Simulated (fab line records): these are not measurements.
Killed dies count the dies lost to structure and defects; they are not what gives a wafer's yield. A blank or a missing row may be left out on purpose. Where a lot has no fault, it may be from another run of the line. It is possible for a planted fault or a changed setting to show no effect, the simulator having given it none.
fab line records | flow nand_harc
[record] lots = 14 wafers = 42 last_day = 33
route steps=1302 shown A_ONON_D2@546 END@1302
lots that met no fault: from a run of the same line without faults
start_h: start of the lot's first displayed wafer, in hours after the record's first day | wait_h: hours elapsed since this lot's preceding step | " same as the row above | L1.1+2: a single row standing in for several wafers | - no value present, or no start provided | * or withheld: withheld | < > ~ a bound
route shown NAME@n: NAME is a module with steps in the file, n the number in the route of the first one | usual: mean/standard deviation taken from wafers without a fault | same: alike in all rows | chamber/n: place in a boat | sites: per-site readings | _std_site: the standard deviation of these | _edge_site: inner sites' mean taken away from outer sites' mean | radius_mm: how far each site lies from the wafer's centre | mask NAME#n: copy n | behind: the tool/chamber that last shaped the wafer | hold: reason for holding the lot/hours on hold/outcome of the hold | device: the n, p or np transistor that did not switch | end of line: the tests these same wafers got at the end of their route | a step without rows: its recipe alone | killed: dies that structure and defects cost at the first sort, which is not the same as the wafer's yield | map: a wafer's dies, marking killed ones x, the rest . and places with no die _
set.NAME: the setting that was run; set.NAME@STEP: the one run at that earlier step | model.NAME: the simulator's own value behind a step, which no gauge read
steps of the route over a sample of lots; a table a step, a row a wafer
services: a tool's chamber out of use, with start hour (start_h, from the record's first day; less than 0 if before it), hours out, and reason
[[steps]]
[step NHARC_A_ONON_D2_THK_MEAS_02]
[recipe] thk_meas_gauge = ellipsometry
[usual] thk_nm = 1004/11
// columns lot.wafer tool chamber start_h wait_h thk_nm
L376.2 film_metro-02 - 279.99 - 997
L376.3 " - " " 998
L376.4 " - " " 997
L375.1 film_metro-02 - 280.35 - 995
L375.2 " - " " 994
L375.6 " - " " 996
L377.1 film_metro-01 - 289.84 - 1003
L377.2 " - " " 1003
L377.5 " - " " 1005
L378.2 film_metro-01 - 303.09 - 1023
L378.4 " - " " 1027
L378.6 " - " " 1026
L379.2 film_metro-01 - 315.16 - 1005
L379.3 " - " " 1005
L379.6 " - " " 1005
L381.3 film_metro-01 - 335.22 - 1021
L381.5 " - " " 1021
L381.6 " - " " 1022
L383.1 film_metro-02 - 369.02 - 990
L383.3 " - " " 988
L383.5 " - " " 991
L387.2 film_metro-01 - 402.43 - 988
L387.3 " - " " 989
L387.6 " - " " 990
L389.4 film_metro-02 - 416.80 - 999
L389.5 " - " " 998
L389.6 " - " " 999
L394.2 film_metro-02 - 459.90 - 1028
L394.3 " - " " 1029
L394.5 " - " " 1029
L395.1 film_metro-01 - 470.24 - 1005
L395.3 " - " " 1006
L395.6 " - " " 1007
L396.1 film_metro-02 - 488.98 - 1013
L396.4 " - " " 1009
L396.5 " - " " 1011
L397.1 film_metro-01 - 495.78 - 1005
L397.3 " - " " 1004
L397.4 " - " " 1005
L398.2 film_metro-01 - 506.54 - 997
L398.4 " - " " 998
L398.5 " - " " 996
[step NHARC_A_ONON_D2_THK_MEAS_08]
[recipe] thk_meas_gauge = ellipsometry
[usual] thk_nm = 994/11
// columns lot.wafer tool chamber start_h wait_h thk_nm
L376.2 film_metro-01 - 281.12 - 994
L376.3 " - " " 992
L376.4 " - " " 994
L375.1 film_metro-01 - 281.48 - 994
L375.2 " - " " 994
L375.6 " - " " 992
L377.1 film_metro-01 - 290.98 - 978
L377.2 " - " " 979
L377.5 " - " " 977
L378.2 film_metro-01 - 304.21 - 999
L378.4 " - " " 999
L378.6 " - " " 998
L379.2 film_metro-01 - 316.29 - 1006
L379.3 " - " " 1007
L379.6 " - " " 1005
L381.3 film_metro-01 - 336.36 - 1007
L381.5 " - " " 1007
L381.6 " - " " 1007
L383.1 film_metro-02 - 370.15 - 986
L383.3 " - " " 988
L383.5 " - " " 986
L387.2 film_metro-02 - 403.56 - 1013
L387.3 " - " " 1015
L387.6 " - " " 1013
L389.4 film_metro-02 - 417.94 - 1002
L389.5 " - " " 1004
L389.6 " - " " 1003
L394.2 film_metro-02 - 461.03 - 988
L394.3 " - " " 991
L394.5 " - " " 990
L395.1 film_metro-02 - 471.71 - 969
L395.3 " - " " 971
L395.6 " - " " 969
L396.1 film_metro-02 - 490.11 - 991
L396.4 " - " " 992
L396.5 " - " " 992
L397.1 film_metro-01 - 496.91 - 1006
L397.3 " - " " 1006
L397.4 " - " " 1004
L398.2 film_metro-01 - 507.68 - 1003
L398.4 " - " " 1003
L398.5 " - " " 1001
[step NHARC_A_ONON_D2_THK_MEAS_14]
[recipe] thk_meas_gauge = ellipsometry
[usual] thk_nm = 997/10
// columns lot.wafer tool chamber start_h wait_h thk_nm
L376.2 film_metro-01 - 282.25 - 972
L376.3 " - " " 975
L376.4 " - " " 973
L375.1 film_metro-02 - 282.61 - 988
L375.2 " - " " 989
L375.6 " - " " 987
L377.1 film_metro-01 - 292.12 - 998
L377.2 " - " " 997
L377.5 " - " " 997
L378.2 film_metro-02 - 305.34 - 998
L378.4 " - " " 999
L378.6 " - " " 998
L379.2 film_metro-02 - 317.41 - 1008
L379.3 " - " " 1008
L379.6 " - " " 1007
L381.3 film_metro-01 - 337.49 - 1010
L381.5 " - " " 1008
L381.6 " - " " 1010
L383.1 film_metro-02 - 371.28 - 994
L383.3 " - " " 994
L383.5 " - " " 994
L387.2 film_metro-01 - 404.70 - 1005
L387.3 " - " " 1005
L387.6 " - " " 1008
L389.4 film_metro-01 - 419.08 - 981
L389.5 " - " " 982
L389.6 " - " " 981
L394.2 film_metro-02 - 462.15 - 991
L394.3 " - " " 991
L394.5 " - " " 992
L395.1 film_metro-02 - 472.84 - 998
L395.3 " - " " 1000
L395.6 " - " " 998
L396.1 film_metro-01 - 491.25 - 1000
L396.4 " - " " 1001
L396.5 " - " " 1001
L397.1 film_metro-01 - 498.04 - 1011
L397.3 " - " " 1012
L397.4 " - " " 1009
L398.2 film_metro-02 - 508.81 - 980
L398.4 " - " " 979
L398.5 " - " " 979
[step NHARC_A_ONON_D2_DEP_22]
[recipe] target_thk_a = 10000 n2_flow_sccm = 2750 n2o_flow_sccm = 2000 nh3_flow_sccm = 500 sih4_flow_sccm = 210 temp_c = 400
[usual] n2o_flow_sccm = 2000/5.5 nh3_flow_sccm = 500.2/1.3
// columns lot.wafer tool chamber start_h wait_h n2o_flow_sccm nh3_flow_sccm
L375.1 pecvd_onon-02 0 290.87 0.1 1999 499.5
L375.2 " 0 " " 2008 499.3
L375.6 " 0 " " 1994 500.0
L376.2 pecvd_onon-01 0 290.93 0.1 2003 501.2
L376.3 " 0 " " 1994 499.2
L376.4 " 0 " " 1996 501.6
L377.1 pecvd_onon-01 0 300.08 0.1 1992 501.3
L377.2 " 0 " " 1988 500.1
L377.5 " 0 " " 1988 501.7
L378.2 pecvd_onon-02 0 314.28 0.1 1998 500.5
L378.4 " 0 " " 1999 500.7
L378.6 " 0 " " 2001 500.9
L379.2 pecvd_onon-01 0 325.45 0.1 2000 501.5
L379.3 " 0 " " 1995 503.8
L379.6 " 0 " " 2002 500.6
L381.3 pecvd_onon-02 0 344.08 0.2 2004 501.1
L381.5 " 0 " " 2015 498.4
L381.6 " 0 " " 2004 499.9
L383.1 pecvd_onon-02 0 379.60 0.1 1990 500.6
L383.3 " 0 " " 2005 500.4
L383.5 " 0 " " 1996 500.6
L387.2 pecvd_onon-01 0 413.10 0.1 2000 499.8
L387.3 " 0 " " 2005 499.6
L387.6 " 0 " " 2009 504.0
L389.4 pecvd_onon-01 0 427.44 0.2 2000 497.8
L389.5 " 0 " " 1993 500.3
L389.6 " 0 " " 1996 499.8
L394.2 pecvd_onon-04 0 471.61 0.1 2001 500.0
L394.3 " 0 " " 2005 498.7
L394.5 " 0 " " 2001 501.3
L395.1 pecvd_onon-02 0 481.51 0.1 2009 498.7
L395.3 " 0 " " 1997 500.7
L395.6 " 0 " " 2000 499.4
L396.1 pecvd_onon-02 0 499.35 0.1 1995 503.2
L396.4 " 0 " " 1999 502.1
L396.5 " 0 " " 2007 502.5
L397.1 pecvd_onon-01 0 506.02 0.1 2008 499.1
L397.3 " 0 " " 2003 500.7
L397.4 " 0 " " 2005 498.4
L398.2 pecvd_onon-01 0 518.64 0.1 2002 499.2
L398.4 " 0 " " 2005 500.6
L398.5 " 0 " " 1996 499.5
[step NHARC_A_ONON_D2_THK_MEAS_24]
[recipe] thk_meas_gauge = ellipsometry
[usual] thk_nm = 999/12
// columns lot.wafer tool chamber start_h wait_h thk_nm
L376.2 film_metro-01 - 291.38 - 987
L376.3 " - " " 987
L376.4 " - " " 986
L375.1 film_metro-02 - 291.39 - 988
L375.2 " - " " 987
L375.6 " - " " 988
L377.1 film_metro-02 - 300.58 - 1013
L377.2 " - " " 1014
L377.5 " - " " 1013
L378.2 film_metro-02 - 314.73 - 1014
L378.4 " - " " 1013
L378.6 " - " " 1013
L379.2 film_metro-02 - 325.90 - 989
L379.3 " - " " 989
L379.6 " - " " 988
L381.3 film_metro-01 - 344.47 - 984
L381.5 " - " " 984
L381.6 " - " " 986
L383.1 film_metro-01 - 380.14 - 1002
L383.3 " - " " 1001
L383.5 " - " " 1002
L387.2 film_metro-02 - 413.56 - 617
L387.3 " - " " 616
L387.6 " - " " 617
L389.4 film_metro-02 - 427.78 - 616
L389.5 " - " " 621
L389.6 " - " " 621
L394.2 film_metro-01 - 472.06 - 1004
L394.3 " - " " 1006
L394.5 " - " " 1005
L395.1 film_metro-02 - 482.02 - 986
L395.3 " - " " 987
L395.6 " - " " 988
L396.1 film_metro-01 - 499.86 - 997
L396.4 " - " " 997
L396.5 " - " " 997
L397.1 film_metro-01 - 506.53 - 982
L397.3 " - " " 980
L397.4 " - " " 983
L398.2 film_metro-02 - 519.09 - 1015
L398.4 " - " " 1016
L398.5 " - " " 1014
[step NHARC_END_SORT_01]
[recipe] temp_c = 25
[usual] killed_at_array = 55/20 killed_at_other = 0.7/0.96 killed_at_periphery = 4.1/2.4 killed_dies = 60/20 killed_open = 3.3/1.9 killed_short = 2.8/1.6
[same] gross_dies = 677
// columns lot.wafer tool chamber start_h wait_h killed_at_array killed_at_other killed_at_periphery killed_dies killed_open killed_short
L376.2 prober-02 0 577.68 2.8 18 1 0 19 3 1
L376.3 prober-02 0 578.49 3.1 20 1 2 23 2 1
L376.4 prober-02 0 579.29 3.4 16 1 2 19 1 1
L377.1 prober-02 0 584.66 2.5 41 0 2 43 8 3
L377.2 prober-02 0 585.46 2.8 45 1 4 50 2 4
L377.5 prober-02 0 587.86 3.7 46 0 1 47 1 3
L379.2 prober-02 0 607.90 2.8 49 3 2 54 4 4
L379.3 prober-02 0 608.71 3.1 43 1 4 48 6 4
L379.6 prober-02 0 611.12 4.0 52 2 6 60 6 3
L387.2 prober-01 0 690.93 2.8 669 3 5 677 3 1
L387.3 prober-01 0 691.73 3.1 668 1 8 677 2 3
L387.6 prober-01 0 694.14 4.0 665 3 9 677 3 3
L389.4 prober-02 0 715.88 3.4 672 0 5 677 6 4
L389.5 prober-02 0 716.68 3.7 673 0 4 677 7 4
L389.6 prober-02 0 717.49 4.0 671 2 4 677 6 1
L394.2 prober-02 0 745.07 2.8 31 0 2 33 3 1
L394.3 prober-02 0 745.86 3.1 20 0 3 23 3 2
L394.5 prober-02 0 747.46 3.7 35 1 8 44 7 4
L397.1 prober-01 0 782.71 2.5 80 1 2 83 5 3
L397.3 prober-01 0 784.32 3.1 80 0 3 83 3 2
L397.4 prober-01 0 785.12 3.4 79 0 3 82 3 0
// killed by level:class
L376.2 A_CONTACT:chamber_film_flake=6 A_CHANNEL_HOLE_D2:chamber_film_flake=3 A_M0:geometric_particle:open=2 A_STAIRCASE:chamber_film_flake=2 A_CONTACT:unspecified=2 A_WL_FILL:geometric_particle:short=1 A_BLC:geometric_particle:open=1 A_CHANNEL_HOLE_D1:chamber_film_flake=1
L376.3 A_CHANNEL_HOLE_D2:chamber_film_flake=6 A_CONTACT:unspecified=5 A_ZERO_WELL:chamber_film_flake=2 A_CHANNEL_HOLE_D1:chamber_film_flake=2 A_CONTACT:chamber_film_flake=2 A_CHANNEL_FILL_D1:geometric_particle:open=1 A_WL_FILL:geometric_particle:short=1 A_BLC:geometric_particle:open=1
L376.4 A_CONTACT:chamber_film_flake=6 A_CHANNEL_HOLE_D2:chamber_film_flake=3 A_STAIRCASE:chamber_film_flake=3 A_CHANNEL_HOLE_D1:chamber_film_flake=2 P_STI:geometric_particle:open=1 A_WL_FILL:geometric_particle:short=1 P_GATE:chamber_film_flake=1 A_WL_FILL:chamber_film_flake=1
L377.1 A_SLIT:chamber_film_flake=21 A_M0:geometric_particle:open=3 A_ONON_D1:geometric_particle:open=2 P_M0:chamber_film_flake=2 A_CHANNEL_HOLE_D1:chamber_film_flake=2 A_CHANNEL_HOLE_D2:chamber_film_flake=2 A_CONTACT:chamber_film_flake=2 A_CHANNEL_HOLE_D1:geometric_particle:short=1
L377.2 A_SLIT:chamber_film_flake=27 A_CHANNEL_HOLE_D2:chamber_film_flake=6 A_STAIRCASE:chamber_film_flake=3 P_STI:chamber_film_flake=2 A_CONTACT:chamber_film_flake=2 P_CONTACT:geometric_particle:short=1 A_CHANNEL_HOLE_D1:geometric_particle:short=1 A_CHANNEL_FILL_D1:geometric_particle:short=1
L377.5 A_SLIT:chamber_film_flake=26 A_CHANNEL_HOLE_D2:chamber_film_flake=8 A_CONTACT:chamber_film_flake=5 A_CHANNEL_HOLE_D1:chamber_film_flake=2 A_CHANNEL_HOLE_D1:geometric_particle:short=1 A_WL_FILL:geometric_particle:open=1 A_WL_FILL:geometric_particle:short=1 A_M0:geometric_particle:short=1
L379.2 A_CHANNEL_HOLE_D2:chamber_film_flake=29 A_CHANNEL_HOLE_D1:chamber_film_flake=4 THIN_TSV:chamber_film_flake=3 A_ONON_D2:geometric_particle:short=2 A_ONON_D2:geometric_particle:open=2 A_ZERO_WELL:chamber_film_flake=2 A_DECK1_JOINT:chamber_film_flake=2 A_CONTACT:chamber_film_flake=2
L379.3 A_CHANNEL_HOLE_D2:chamber_film_flake=29 A_DECK1_JOINT:geometric_particle:short=2 A_WL_FILL:geometric_particle:open=2 P_GATE:chamber_film_flake=2 A_WL_FILL:chamber_film_flake=2 A_SOURCE_PLATE:geometric_particle:open=1 A_ONON_D1:geometric_particle:open=1 A_ONON_D1:geometric_particle:short=1
L379.6 A_CHANNEL_HOLE_D2:chamber_film_flake=31 A_CONTACT:chamber_film_flake=4 P_GATE:chamber_film_flake=3 A_STAIRCASE:chamber_film_flake=3 A_DECK1_JOINT:geometric_particle:short=2 A_SGD_CUT:geometric_particle:open=2 P_ZERO_WELL:chamber_film_flake=2 A_DECK1_JOINT:chamber_film_flake=2
L387.2 A_ONON_D2:area_dep=605 A_CHANNEL_HOLE_D1:chamber_film_flake=32 A_CONTACT:chamber_film_flake=10 A_SLIT:chamber_film_flake=8 A_WL_FILL:chamber_film_flake=5 P_GATE:chamber_film_flake=4 THIN_TSV:chamber_film_flake=3 A_CHANNEL_FILL_D1:geometric_particle:open=2
L387.3 A_ONON_D2:area_dep=613 A_CHANNEL_HOLE_D1:chamber_film_flake=34 A_CONTACT:chamber_film_flake=8 P_GATE:chamber_film_flake=3 P_CONTACT:chamber_film_flake=3 A_CHANNEL_HOLE_D2:chamber_film_flake=3 A_WL_FILL:chamber_film_flake=3 P_CONTACT:geometric_particle:short=1
L387.6 A_ONON_D2:area_dep=603 A_CHANNEL_HOLE_D1:chamber_film_flake=30 A_CONTACT:chamber_film_flake=11 P_CONTACT:chamber_film_flake=5 A_SLIT:chamber_film_flake=5 A_CHANNEL_HOLE_D2:chamber_film_flake=3 A_WL_FILL:chamber_film_flake=3 THIN_TSV:chamber_film_flake=3
L389.4 A_ONON_D2:area_dep=604 A_CHANNEL_HOLE_D1:chamber_film_flake=35 A_CHANNEL_HOLE_D2:chamber_film_flake=17 A_SLIT:chamber_film_flake=4 A_CHANNEL_FILL_D2:geometric_particle:short=3 P_GATE:chamber_film_flake=3 A_CHANNEL_FILL_D1:geometric_particle:open=2 A_M0:geometric_particle:open=2
L389.5 A_ONON_D2:area_dep=614 A_CHANNEL_HOLE_D1:chamber_film_flake=24 A_CHANNEL_HOLE_D2:chamber_film_flake=17 A_DECK1_JOINT:chamber_film_flake=4 A_STAIRCASE:chamber_film_flake=3 A_ONON_D1:geometric_particle:open=2 A_ONON_D1:geometric_particle:short=2 A_M0:geometric_particle:open=2
L389.6 A_ONON_D2:area_dep=610 A_CHANNEL_HOLE_D1:chamber_film_flake=32 A_CHANNEL_HOLE_D2:chamber_film_flake=16 A_DECK1_JOINT:chamber_film_flake=3 A_STAIRCASE:chamber_film_flake=3 STARTING-WAFER:geometric_particle:open=2 A_SLIT:chamber_film_flake=2 A_CONTACT:chamber_film_flake=2
L394.2 A_CHANNEL_HOLE_D1:chamber_film_flake=15 A_SLIT:chamber_film_flake=5 A_CONTACT:chamber_film_flake=3 A_M1:geometric_particle:open=2 P_GATE:chamber_film_flake=2 A_STAIRCASE:chamber_film_flake=2 A_WL_FILL:chamber_film_flake=2 A_CHANNEL_FILL_D1:geometric_particle:open=1
L394.3 A_CHANNEL_HOLE_D1:chamber_film_flake=9 A_SLIT:chamber_film_flake=5 P_GATE:geometric_particle:open=1 A_ONON_D2:geometric_particle:short=1 A_CHANNEL_HOLE_D2:geometric_particle:open=1 A_CHANNEL_FILL_D2:geometric_particle:short=1 A_CONTACT:geometric_particle:open=1 P_GATE:chamber_film_flake=1
L394.5 A_CHANNEL_HOLE_D1:chamber_film_flake=18 P_M0:geometric_particle:open=3 P_M1:chamber_film_flake=3 A_SLIT:chamber_film_flake=3 A_WL_FILL:chamber_film_flake=3 A_CONTACT:chamber_film_flake=3 A_DECK1_JOINT:geometric_particle:open=2 A_CHANNEL_FILL_D1:chamber_film_flake=2
L397.1 A_SLIT:chamber_film_flake=35 A_CHANNEL_HOLE_D2:chamber_film_flake=26 A_CONTACT:chamber_film_flake=3 A_M1:chamber_film_flake=3 A_CHANNEL_FILL_D2:geometric_particle:short=2 A_WL_FILL:chamber_film_flake=2 P_CONTACT:geometric_particle:open=1 A_CHANNEL_HOLE_D1:geometric_particle:short=1
L397.3 A_CHANNEL_HOLE_D2:chamber_film_flake=32 A_SLIT:chamber_film_flake=26 A_CONTACT:chamber_film_flake=9 A_CHANNEL_HOLE_D1:chamber_film_flake=3 P_ZERO_WELL:chamber_film_flake=2 A_CHANNEL_FILL_D1:chamber_film_flake=2 A_STAIRCASE:chamber_film_flake=2 P_STI:geometric_particle:open=1
L397.4 A_SLIT:chamber_film_flake=33 A_CHANNEL_HOLE_D2:chamber_film_flake=27 A_CONTACT:chamber_film_flake=10 A_STAIRCASE:chamber_film_flake=3 A_CHANNEL_FILL_D2:chamber_film_flake=2 A_ONON_D2:geometric_particle:open=1 A_WL_FILL:geometric_particle:open=1 A_BLC:geometric_particle:open=1
[[services]]
// columns tool chamber start_h hours kind
pecvd_onon-01 - 269.00 13.0 pm
pecvd_onon-04 - 311.28 13.0 pm
pecvd_onon-02 - 366.09 13.0 pm
pecvd_onon-01 - 450.00 13.0 pm
pecvd_onon-02 - 469.83 2.5 repair
pecvd_onon-04 - 492.28 13.0 pm
[[key]]
[first_sign] step = NHARC_A_ONON_D2_THK_MEAS_24 reading = thk_nm direction = down sigmas = 33 usual = 999 struck = 618
[effect] step = NHARC_END_SORT_01 reading = killed_dies direction = up sigmas = 31 usual = 60 struck = 677
[more_kills_born_at] NHARC_A_ONON_D2_DEP_22@pecvd_onon-01 = 3649
met_at NHARC_A_ONON_D2_DEP_22
struck_lots L387,L389
struck_wafers L387.2,L387.3,L387.6,L389.4,L389.5,L389.6
later_rows_left_out L387.2,L387.3,L387.6,L389.4,L389.5,L389.6
tester_left_out L387,L389
not_acting_at NHARC_A_ONON_D2_THK_MEAS_02,NHARC_A_ONON_D2_THK_MEAS_08,NHARC_A_ONON_D2_THK_MEAS_14
onset_between 325.45 413.10
[fault] kind = process_parameter_drift tool = pecvd_onon-01 chamber = 0 onset_h = 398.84 steps = NHARC_A_ONON_D2_DEP_22 channel = target_thk_a offset = * shape = step end_h = 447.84 acts_in = * stated = *
// tester_left_out: of these lots the tester's yield and bins aren't shown, on N5 and GAA mostly nor the transistor test; their killed dies are dies lost to structure and defects alone, not to doping, threshold or leakage, so they don't give the yield
// later_rows_left_out: the simulator's readings of these wafers behind a module that went badly wrong aren't trusted and aren't shown, but for the sort
